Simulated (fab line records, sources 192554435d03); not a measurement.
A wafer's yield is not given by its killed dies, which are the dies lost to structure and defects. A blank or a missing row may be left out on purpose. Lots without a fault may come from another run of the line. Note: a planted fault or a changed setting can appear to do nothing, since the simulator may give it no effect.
What tool caused it? + flow n5 finfet + Sampling: 9 lots, 26 wafers, 6 of 1938 route steps

WHAT EACH GAUGE READ, for each wafer
N5_FIN_CUT_INSPECT_10: inspects for defects (brightfield). Usual: 42 for raw defect count, sd 12.
| lot  | measured    | on                | raw defect count | flag |
|------|-------------|-------------------|------------------|------|
| L777 | day 2 14:41 | defect inspect-01 | 89 46 44         |      |
| L781 | day 3 14:26 | defect inspect-02 | 23 24            |      |
| L782 | day 3 22:07 | defect inspect-01 | 46 43 38         |      |
| L785 | day 4 18:17 | defect inspect-01 | 57 58 59         |      |
| L789 | day 5 14:47 | defect inspect-01 | 34 38 49         |      |
| L790 | day 5 22:16 | defect inspect-01 | 43 33 68         |      |
| L791 | day 6 03:31 | defect inspect-01 | 60 45 38         |      |
| L795 | day 7 03:44 | defect inspect-01 | 48 52 57         |      |
| L798 | day 7 21:14 | defect inspect-01 | 39 34 42         |      |

N5_BEOL_M4_RC_MEAS_101. Usual: DIBL_N 37.7 mV/V, standard deviation 2; DIBL_P 37.7 mV/V, standard deviation 2.3; IOFF_N 0.18 nA/um, standard deviation 0.039; IOFF_P 0.23 nA/um, standard deviation 0.042; ION_N 681 uA/um, standard deviation 12; ION_P 463 uA/um, standard deviation 8; SS_N 71.9 mV/dec, standard deviation 0.68; SS_P 73.6 mV/dec, standard deviation 0.71; VT_N 248 mV, standard deviation 3.2; VT_P -249 mV, standard deviation 3.1.
| lot  | measured     | on        | DIBL_N (mV/V)  | DIBL_P (mV/V)  | IOFF_N (nA/um) | IOFF_P (nA/um) | ION_N (uA/um) | ION_P (uA/um) | SS_N (mV/dec)  | SS_P (mV/dec)  | VT_N (mV)   | VT_P (mV)      | flag |
|------|--------------|-----------|----------------|----------------|----------------|----------------|---------------|---------------|----------------|----------------|-------------|----------------|------|
| L777 | day 12 01:04 | prober-02 | 42.7 36.7 42.0 | 41.4 34.8 40.6 | 0.26 0.13 0.25 | 0.31 0.18 0.30 | 704 672 707   | 480 465 482   | 73.3 71.3 72.9 | 74.6 72.9 74.4 | 244 254 245 | -245 -254 -247 |      |
| L781 | day 13 17:46 | prober-01 | 36.3 39.2      | 37.5 41.1      | 0.16 0.23      | 0.21 0.26      | 684 700       | 469 471       | 72.1 72.5      | 73.8 75.4      | 252 245     | -249 -248      |      |
| L782 | day 13 10:34 | prober-01 | 40.2 39.1 38.9 | 40.8 39.3 38.2 | 0.22 0.21 0.19 | 0.27 0.24 0.22 | 673 687 662   | 456 465 449   | 72.8 72.5 71.9 | 74.5 73.8 73.5 | 246 247 251 | -248 -248 -251 |      |
| L785 | day 14 11:06 | prober-02 | 34.1 36.3 34.2 | 34.6 37.9 35.2 | 0.14 0.19 0.16 | 0.18 0.24 0.19 | 668 697 689   | 453 472 470   | 70.5 72.3 71.6 | 72.2 73.2 73.5 | 250 247 247 | -252 -248 -249 |      |
| L795 | day 17 01:41 | prober-01 | 38.0 33.6 35.8 | 40.6 34.2 36.5 | 0.18 0.11 0.15 | 0.23 0.14 0.17 | 686 645 675   | 471 444 454   | 72.0 71.2 71.7 | 73.7 71.8 73.3 | 247 256 251 | -252 -253 -256 |      |
| L798 | day 17 18:26 | prober-02 | 36.5 33.3 36.9 | 36.5 31.9 37.3 | 0.16 0.12 0.19 | 0.26 0.17 0.26 | 662 680 686   | 460 463 475   | 71.5 70.8 72.2 | 73.6 73.0 74.0 | 250 248 248 | -245 -251 -246 |      |

EACH LOT AND THE TOOL THAT RAN IT (in order: tool; ch and the chambers of the sampled wafers; start)
| lot  | N5_FIN_SAQP_HM_CD_35   | N5_FIN_SAQP_FIN_ETCH_36         | N5_FIN_CUT_ETCH_21                | N5_FIN_CUT_CUT_ETCH_27            |
|------|------------------------|---------------------------------|-----------------------------------|-----------------------------------|
| L777 | cd sem-03, day 2 13:52 | rie si-02 ch 2,3, day 2 13:55   | rie diel-06 ch 0,3, day 2 14:49   | rie diel-06 ch 0,3, day 2 15:12   |
| L781 | cd sem-02, day 3 13:44 | rie si-02 ch 0,3, day 3 13:47   | rie diel-06 ch 0,1, day 3 14:33   | rie diel-06 ch 0,1, day 3 14:56   |
| L782 | cd sem-02, day 3 21:16 | rie si-02 ch 0,1,3, day 3 21:20 | rie diel-03 ch 0,2,3, day 3 22:14 | rie diel-03 ch 0,2,3, day 3 22:37 |
| L785 | cd sem-01, day 4 17:26 | rie si-03 ch 1,3, day 4 17:31   | rie diel-03 ch 0,2, day 4 18:25   | rie diel-03 ch 0,2, day 4 18:48   |
| L789 | cd sem-01, day 5 13:57 | rie si-02 ch 0,1,2, day 5 14:01 | rie diel-03 ch 1,2, day 5 14:55   | rie diel-03 ch 1,2, day 5 15:18   |
| L790 | cd sem-03, day 5 21:26 | rie si-03 ch 0,2,3, day 5 21:29 | rie diel-06 ch 1,3, day 5 22:23   | rie diel-06 ch 1,3, day 5 22:47   |
| L791 | cd sem-02, day 6 02:49 | rie si-03 ch 1,3, day 6 02:53   | rie diel-02 ch 0,2,3, day 6 03:39 | rie diel-02 ch 0,2,3, day 6 04:02 |
| L795 | cd sem-02, day 7 02:59 | rie si-03 ch 0,1,2, day 7 03:04 | rie diel-06 ch 0,2,3, day 7 04:06 | rie diel-06 ch 0,2,3, day 7 04:29 |
| L798 | cd sem-01, day 7 20:32 | rie si-03 ch 2,3, day 7 20:36   | rie diel-02 ch 1,2, day 7 21:34   | rie diel-02 ch 1,2, day 7 21:57   |
- N5_FIN_SAQP_HM_CD_35: target cd 8 nm.
- N5_FIN_SAQP_FIN_ETCH_36: etches the open film in HBr/Cl2/O2, target depth 120 nm, time 50.4 s.
- N5_FIN_CUT_ETCH_21: etches SOC in N2/H2, target depth 219 nm, overetch 43.8 nm, time 523.5 s.
- N5_FIN_CUT_CUT_ETCH_27: etches SiO2 in CHF3/O2, target depth 4 nm, overetch 2 nm, time 4.9 s.

WHAT THE TOOLS THEMSELVES READ (means of the sampled wafers that have a number; where no wafer has one, the mark that the record gives instead)
N5_FIN_SAQP_HM_CD_35. Usual: 8.18 nm for cd nm, sd 0.25.
| lot  | tool      | cd nm (nm) | flag |
|------|-----------|------------|------|
| L777 | cd sem-03 | 8.34       |      |
| L781 | cd sem-02 | 8.13       |      |
| L782 | cd sem-02 | 8.15       |      |
| L785 | cd sem-01 | 7.93       |      |
| L789 | cd sem-01 | 8.13       |      |
| L790 | cd sem-03 | 8.32       |      |
| L791 | cd sem-02 | 8.22       |      |
| L795 | cd sem-02 | 7.91       |      |
| L798 | cd sem-01 | 7.87       |      |

N5_FIN_SAQP_FIN_ETCH_36. Usual: HBr_flow_sccm 150.0 sccm, standard deviation 0.39; O2_flow_sccm 12.00 sccm, standard deviation 0.038; drypump motor current A 5.9 A, standard deviation 0.46; he backside leak sccm 2.6 sccm, standard deviation 0.37; oes product au 0.996 a.u., standard deviation 0.027; throttle valve pct 35.99 %, standard deviation 0.26.
| lot  | tool      | HBr_flow_sccm (sccm) | O2_flow_sccm (sccm) | drypump motor current A (A) | he backside leak sccm (sccm) | oes product au (a.u.) | throttle valve pct (%) | flag |
|------|-----------|----------------------|---------------------|-----------------------------|------------------------------|-----------------------|------------------------|------|
| L777 | rie si-02 | 150.2                | 12.02               | 5.7                         | 2.6                          | 1.001                 | 36.00                  |      |
| L781 | rie si-02 | 150.2                | 11.98               | 5.8                         | 2.8                          | 1.024                 | 36.32                  |      |
| L782 | rie si-02 | 150.1                | 12.01               | 5.9                         | 2.6                          | 1.016                 | 36.20                  |      |
| L785 | rie si-03 | 150.0                | 11.99               | 5.4                         | 2.5                          | 1.005                 | 36.03                  |      |
| L789 | rie si-02 | 149.8                | 12.01               | 6.0                         | 2.5                          | 0.993                 | 36.11                  |      |
| L790 | rie si-03 | 150.1                | 12.01               | 5.9                         | 2.7                          | 0.983                 | 35.88                  |      |
| L791 | rie si-03 | 150.3                | 12.02               | 5.4                         | 2.4                          | 1.004                 | 35.98                  |      |
| L795 | rie si-03 | 150.1                | 12.00               | 6.0                         | 2.6                          | 0.991                 | 35.90                  |      |
| L798 | rie si-03 | 150.5                | 12.00               | 5.5                         | 2.6                          | 0.975                 | 35.94                  |      |

N5_FIN_CUT_ETCH_21. Usual: bias w 60.98 W, standard deviation 0.18; chamber pressure mTorr 30.001 mTorr, standard deviation 0.03; drypump motor current A 5.7 A, standard deviation 0.37; oes product au 0.70 a.u., standard deviation 0.058; rf vpp V 240.5 V, standard deviation 1.5; showerhead plenum p Torr 2.52 Torr, standard deviation 0.093; throttle valve pct 17.8 %, standard deviation 0.32.
| lot  | tool        | bias w (W) | chamber pressure mTorr (mTorr) | drypump motor current A (A) | oes product au (a.u.) | rf vpp V (V) | showerhead plenum p Torr (Torr) | throttle valve pct (%) | flag |
|------|-------------|------------|--------------------------------|-----------------------------|-----------------------|--------------|---------------------------------|------------------------|------|
| L777 | rie diel-06 | 60.95      | 29.995                         | 5.6                         | 0.65                  | 240.5        | 2.47                            | 17.9                   |      |
| L781 | rie diel-06 | 60.73      | 29.976                         | 5.7                         | 0.70                  | 238.9        | 2.46                            | 17.9                   |      |
| L782 | rie diel-03 | 60.94      | 30.019                         | 5.9                         | 0.68                  | 239.9        | 2.49                            | 17.7                   |      |
| L785 | rie diel-03 | 61.21      | 29.983                         | 5.5                         | 0.65                  | 240.2        | 2.48                            | 17.8                   |      |
| L789 | rie diel-03 | -          | -                              | -                           | -                     | -            | -                               | -                      | OFF  |
| L790 | rie diel-06 | -          | -                              | -                           | -                     | -            | -                               | -                      | OFF  |
| L791 | rie diel-02 | -          | -                              | -                           | -                     | -            | -                               | -                      | OFF  |
| L795 | rie diel-06 | 60.96      | 30.008                         | 5.6                         | 0.66                  | 240.6        | 2.52                            | 17.9                   |      |
| L798 | rie diel-02 | 61.05      | 30.010                         | 5.5                         | 0.68                  | 239.2        | 2.47                            | 18.1                   |      |

N5_FIN_CUT_CUT_ETCH_27. Usual: CHF3_flow_sccm 49.99 sccm, standard deviation 0.15; O2_flow_sccm 5.001 sccm, standard deviation 0.017; drypump motor current A 5.7 A, standard deviation 0.37; mfc ar sccm 200.1 sccm, standard deviation 0.62; oes product au 0.60 a.u., standard deviation 0.05; rf vpp V 524 V, standard deviation 13; showerhead plenum p Torr 2.41 Torr, standard deviation 0.085; throttle valve pct 18.9 %, standard deviation 0.35.
| lot  | tool        | CHF3_flow_sccm (sccm) | O2_flow_sccm (sccm) | drypump motor current A (A) | mfc ar sccm (sccm) | oes product au (a.u.) | rf vpp V (V) | showerhead plenum p Torr (Torr) | throttle valve pct (%) | flag |
|------|-------------|-----------------------|---------------------|-----------------------------|--------------------|-----------------------|--------------|---------------------------------|------------------------|------|
| L777 | rie diel-06 | 50.18                 | 4.997               | 5.6                         | 200.8              | 0.56                  | 537          | 2.36                            | 19.0                   |      |
| L781 | rie diel-06 | 49.83                 | 5.005               | 5.7                         | 199.3              | 0.60                  | 530          | 2.37                            | 19.1                   |      |
| L782 | rie diel-03 | 50.03                 | 5.001               | 5.9                         | 199.4              | 0.59                  | 514          | 2.38                            | 18.8                   |      |
| L785 | rie diel-03 | 49.93                 | 5.004               | 5.5                         | 199.9              | 0.56                  | 500          | 2.35                            | 18.9                   |      |
| L789 | rie diel-03 | 50.06                 | 5.005               | 5.9                         | 200.3              | 0.28                  | 528          | 2.42                            | 18.7                   | OFF  |
| L790 | rie diel-06 | 49.97                 | 5.012               | 5.5                         | 199.6              | 0.28                  | 527          | 2.34                            | 19.3                   | OFF  |
| L791 | rie diel-02 | 50.08                 | 4.995               | 5.7                         | 199.9              | 0.31                  | 528          | 2.42                            | 18.8                   | OFF  |
| L795 | rie diel-06 | 49.96                 | 5.007               | 5.6                         | 199.9              | 0.56                  | 531          | 2.40                            | 18.9                   |      |
| L798 | rie diel-02 | 49.91                 | 4.993               | 5.5                         | 199.7              | 0.58                  | 532          | 2.36                            | 19.2                   |      |

THE ANSWER, worked out from the rows above alone
Rule: take the mean of a lot's wafers that have a number; if it is more than 3 standard deviations from the usual mean, the lot is off. Also off: a lot with no number at a reading for which 4 or more lots have one. The other lots that the step has rows for count as sound. After the gauges, taken in route order, come the tools' own readings; for these a lot's mean is taken, as printed above. The first step at which some lot is off is used, and at that step the reading that is off furthest; a lot without a number counts as furthest.
Off, at N5_FIN_CUT_ETCH_21 on bias w: L789, L790, L791. Without a number there: L789, L790, L791.
If a tool, at that step or one of the process steps before it, ran each lot that is off and ran no sound lot following the first of them, it fits. Not one of the candidates tried fits.

WHAT THE SIMULATOR HAD INSERTED
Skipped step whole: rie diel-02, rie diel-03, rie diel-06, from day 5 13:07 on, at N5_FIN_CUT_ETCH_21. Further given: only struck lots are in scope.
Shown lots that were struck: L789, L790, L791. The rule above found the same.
